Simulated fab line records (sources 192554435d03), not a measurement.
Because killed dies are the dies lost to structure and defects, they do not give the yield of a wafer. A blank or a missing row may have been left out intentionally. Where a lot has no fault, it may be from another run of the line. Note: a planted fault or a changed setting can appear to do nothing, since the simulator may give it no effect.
Split-lot experiment    flow n5 finfet    route with 1938 steps; 7 lots, 21 wafers read

== ABOUT THE SPLIT ==
At N5_BEOL_M11_TRENCH_ETCH_37 (etches SiCOH lowk in C4F6/O2, target depth 148.83 nm, time 48 s), the setting time s was moved away from the recipe's 48 s on 4 of the 21 wafers read, by -17.9% to +8.9%. All remaining wafers had this setting at the recipe value.

== FROM THE SPLIT TO THE READING: what the file shows between them, 12 steps ==
- N5_BEOL_M11_ETCH_41: etches SiCN in CH3F/O2, target depth 42.6 nm, time 86 s
- N5_BEOL_M11_STRIP_77: strips in N2/H2, time 10 s
- N5_BEOL_M11_OCD_MEAS_38
- N5_BEOL_M11_CURE_72: cures SiCOH lowk, time 120 s (also split here: time s)
- N5_BEOL_M11_DEGAS_44: time 60 s
- N5_BEOL_M11_PRE_CLEAN_45: time 30 s
- N5_BEOL_M11_ECD_50: material Cu, target thk 318 nm
- N5_BEOL_M11_ANNEAL_51: time 90 s
- N5_BEOL_M11_CMP_52: polishes, stops on SiCOH lowk, t overpolish 7 s, target thk 140 nm
- N5_BEOL_M11_THK_MEAS_53: measures by xrf
- N5_BEOL_M11_PRE_CLEAN_55: time 15 s
- N5_BEOL_M11_DEP_56: deposits SiCN from 3MS/NH3, target thk 30 nm, time 10.5 s

== THE READING ==
At N5_BEOL_M11_RS_MEAS_57, a four-point-probe measurement gives M11_RS in ohm/sq. A value of 0.151 ohm/sq with a standard deviation of 0.0041 ohm/sq is what fault-free wafers of this fab line usually give.

wafer   tool, chamber at the split  time s as run, s  against the recipe  M11_RS, ohm/sq  against lot-mates on the recipe
L074.1  rie diel-03, 3              48                recipe              0.153           -
L074.2  rie diel-03, 0              48                recipe              0.154           -
L074.5  rie diel-03, 3              48                recipe              0.152           -
L078.1  rie diel-03, 3              39.41             -17.9%              0.191           +0.043
L078.3  rie diel-03, 0              48                recipe              0.148           -
L078.6  rie diel-03, 0              48                recipe              0.148           -
L080.1  rie diel-01, 0              42.65             -11.1%              0.183           +0.035
L080.4  rie diel-01, 2              48                recipe              0.150           -
L080.5  rie diel-01, 1              48                recipe              0.147           -
L083.3  rie diel-03, 1              48                recipe              0.151           -
L083.5  rie diel-03, 1              48                recipe              0.151           -
L083.6  rie diel-03, 0              48                recipe              0.151           -
L085.1  rie diel-04, 1              48                recipe              0.145           -
L085.5  rie diel-04, 2              39.41             -17.9%              0.195           +0.048
L085.6  rie diel-04, 3              48                recipe              0.150           -
L088.2  rie diel-01, 2              52.29             +8.9%               0.130           -0.023
L088.5  rie diel-01, 0              48                recipe              0.155           -
L088.6  rie diel-01, 3              48                recipe              0.151           -
L097.1  rie diel-01, 0              48                recipe              0.159           -
L097.2  rie diel-01, 2              48                recipe              0.151           -
L097.6  rie diel-01, 3              48                recipe              0.156           -

THE FIT
A straight line over all 21 wafers: M11_RS changes by -0.00241 ohm/sq for each +1% of time s; r = -0.98; the points scatter about the line by 0.0034 ohm/sq.
The same after taking each lot's own level away (the mean of its wafers on the recipe; 21 wafers): -0.00261 ohm/sq for each +1%; r = -0.99; scatter 0.0023 ohm/sq.
The reading moves by 0.047 ohm/sq for the largest change in time s, on that fit.
The lots' own levels span 0.1475 to 0.1553 ohm/sq, that is 1.9 times the standard deviation above.
The two slopes agree, so the slope changes little with the lot-to-lot level.
Check: for one of the wafers moved furthest among these (-17.9%), held out of the fit, the line's prediction against its lot-mates is +0.0492 ohm/sq. It came out at +0.043 ohm/sq against them.

== OTHER SPLITS ON THESE WAFERS ==
Before the reading, these wafers also passed through other splits. Each is held against what the fit with the lots' levels taken away leaves over:
other split on the same wafers  wafers away from the commonest value  r with M11_RS (lot level and that fit taken away)
N5_BEOL_M9_ETCH_61 source w     5                                     -0.16
N5_BEOL_M9_ETCH_62 source w     4                                     +0.04
N5_BEOL_M11_CURE_72 time s      4                                     -0.22

== THE WHOLE CHAIN: every reading that the file lists as answering this split, in the file's order ==
step                        what it does                                                        reading                                                                        change (the file's fit)               r (the file's)
N5_BEOL_M11_TRENCH_ETCH_37  etches SiCOH lowk in C4F6/O2, target depth 148.83 nm, time 48 s     BEOL_M11.feature depth nm (the simulator's own value, which no gauge read)     +1.79 nm for each +1% of the setting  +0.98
N5_BEOL_M11_TRENCH_ETCH_37  etches SiCOH lowk in C4F6/O2, target depth 148.83 nm, time 48 s     etch.depth nm (the simulator's own value, which no gauge read)                 +1.8 nm for each +1% of the setting   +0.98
N5_BEOL_M11_OCD_MEAS_38                                                                         trench depth nm                                                                +1.81 nm for each +1% of the setting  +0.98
N5_BEOL_M11_CMP_52          polishes, stops on SiCOH lowk, t overpolish 7 s, target thk 140 nm  Cu_of_BEOL_M11_ECD_50.thk nm (the simulator's own value, which no gauge read)  +1.84 nm for each +1% of the setting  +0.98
N5_BEOL_M11_THK_MEAS_53     measures by xrf                                                     M11_THK                                                                        +1.84 for each +1% of the setting     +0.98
N5_BEOL_M11_RS_MEAS_57      measures by four-point-probe                                        M11_RS                                                                         -0.0026 for each +1% of the setting   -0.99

== THE FILE'S OWN FIT ==
M11_RS changes by -0.0026 ohm/sq for each +1% of time s, r = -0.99.
